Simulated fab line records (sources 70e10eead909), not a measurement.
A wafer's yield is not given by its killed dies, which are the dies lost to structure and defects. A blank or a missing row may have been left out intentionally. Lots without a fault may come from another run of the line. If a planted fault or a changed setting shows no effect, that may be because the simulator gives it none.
8D (eight disciplines) problem report, filled in by code | flow nand-harc | the parts of the form that need people (team, actions taken, sign-off) are left out

1. THE ISSUE
NHARC_A_DECK1_JOINT_THK_MEAS_17, thk-nm: mean 67.0 nm over 1 wafer from 1 lot; wafers with no fault: 44.8 nm, standard deviation 1.1. That puts it +20 standard deviations away from the usual mean.
The step: measures by ellipsometry.
Seen first at day 15 18:44 on film-metro-01, wafer L291.4. The record holds 33 wafers of 11 lots with a number at this step. Rule for "out" (also "out of limits"): further than 4 standard deviations from the usual mean. All remaining wafers that have a number are taken as sound.

2. WHAT IT IS AND WHAT IT IS NOT
question                    | is                | is not
which readings at this step | thk-nm            | -
which lots                  | L291              | L282, L284, L286, L288, L299, L300, L301, L302, L304, L305
which wafers of those lots  | L291.4            | L291.2, L291.5
read on which gauges        | film-metro-01     | film-metro-02
when                        | from day 15 18:44 | up to then (14 sound wafers); but 18 sound wafers of L299, L300, L301, L302, L304, L305 came after

3. THE SUSPECTS, EACH WITH WHAT RULES IT OUT
Counting: if a tool at a process step up to the reading ran every lot that is out, it stays a suspect. Sound lots after the first of them don't rule it out here, since some wafers of a struck lot are sound.
- the gauge at NHARC_A_DECK1_JOINT_THK_MEAS_17: ruled out. All the wafers that are out were read on film-metro-01, but those of them that NHARC_A_DECK1_JOINT_DEP_16 has rows for are out there too, on other tools.
- rie-diel-09 at NHARC_A_CHANNEL_HOLE_D1_ETCH_44 (etches the open film in CF4/O2, target depth 140 nm, overetch 14 nm, time 77 s): kept. It ran the lot that is out, L291 (day 12 07:56); its last sound lot up to then is L288 (day 11 04:24).
- ald-sin-batch-01 at NHARC_A_CHANNEL_FILL_D1_ALD_15 (deposits SiNx, target thk 2 nm, pulse time 60 s, ald cycles 19): kept. It ran the lot that is out, L291 (day 14 21:05); its last sound lot up to then is L286 (day 12 20:50). Because NHARC_A_CHANNEL_FILL_D1_ALD_15 lacks a start for some lots, the hours and order of its lots are taken from NHARC_A_DECK1_JOINT_THK_MEAS_14.
- pecvd-03 at NHARC_A_DECK1_JOINT_DEP_16 (deposits SiO2, target thk 45 nm): kept. It ran the lot that is out, L291 (day 15 18:29); its last sound lot up to then is L288 (day 14 16:26). Out on those wafers are its own readings of mfc-precursor-sccm.
- Within rie-diel-09 at NHARC_A_CHANNEL_HOLE_D1_ETCH_44: the wafers that are out ran in chamber 2; their sound lot-mates ran in chamber 1.
- Within pecvd-03 at NHARC_A_DECK1_JOINT_DEP_16: the wafers that are out ran in chamber 0; their sound lot-mates ran in chamber 1.
After the count, these remain: rie-diel-09 at NHARC_A_CHANNEL_HOLE_D1_ETCH_44, ald-sin-batch-01 at NHARC_A_CHANNEL_FILL_D1_ALD_15 and pecvd-03 at NHARC_A_DECK1_JOINT_DEP_16.

4. THE CAUSE (what the simulator had put in)
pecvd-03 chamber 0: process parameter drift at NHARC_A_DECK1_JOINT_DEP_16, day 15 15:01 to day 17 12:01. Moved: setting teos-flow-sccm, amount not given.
Counting leaves 3 suspects; this tool is one of them.

5. THE CHAIN OF EFFECTS, in route order
Each row: a reading where the mean over the struck wafers with a number is more than 3 standard deviations away from the usual. Only readings whose record carries a usual standard deviation are examined. hours: median over the lots of the time between each lot's start at the first step of this table that gives one and its start at this step. sigmas: the change, counted in usual standard deviations.
hours | step                            | reading            | usual      | on struck wafers | change | sigmas
0     | NHARC_A_DECK1_JOINT_DEP_16      | mfc-precursor-sccm | 161.4 sccm | 240.6            | +79.2  | +99 or more
0     | NHARC_A_DECK1_JOINT_THK_MEAS_17 | thk-nm             | 44.8 nm    | 67.0             | +22.2  | +20
Here are the process steps it includes:
- NHARC_A_DECK1_JOINT_DEP_16: deposits SiO2, target thk 45 nm.

6. HOW IT WOULD HAVE BEEN CAUGHT EARLIER
4 hours passed between the start of the fault at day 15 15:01 and the first reading out of limits at a measuring or inspecting step in this record, taken at day 15 18:44.
The tool's own readings at NHARC_A_DECK1_JOINT_DEP_16 were out on every struck wafer that the step has a row for (mfc-precursor-sccm): an alarm limit on them would have fired on the first of those.
Each of the lots that are out, 1 in all, had begun NHARC_A_DECK1_JOINT_DEP_16 on pecvd-03 no later than day 15 18:44. None of them would have been spared by holding the tool at that moment.
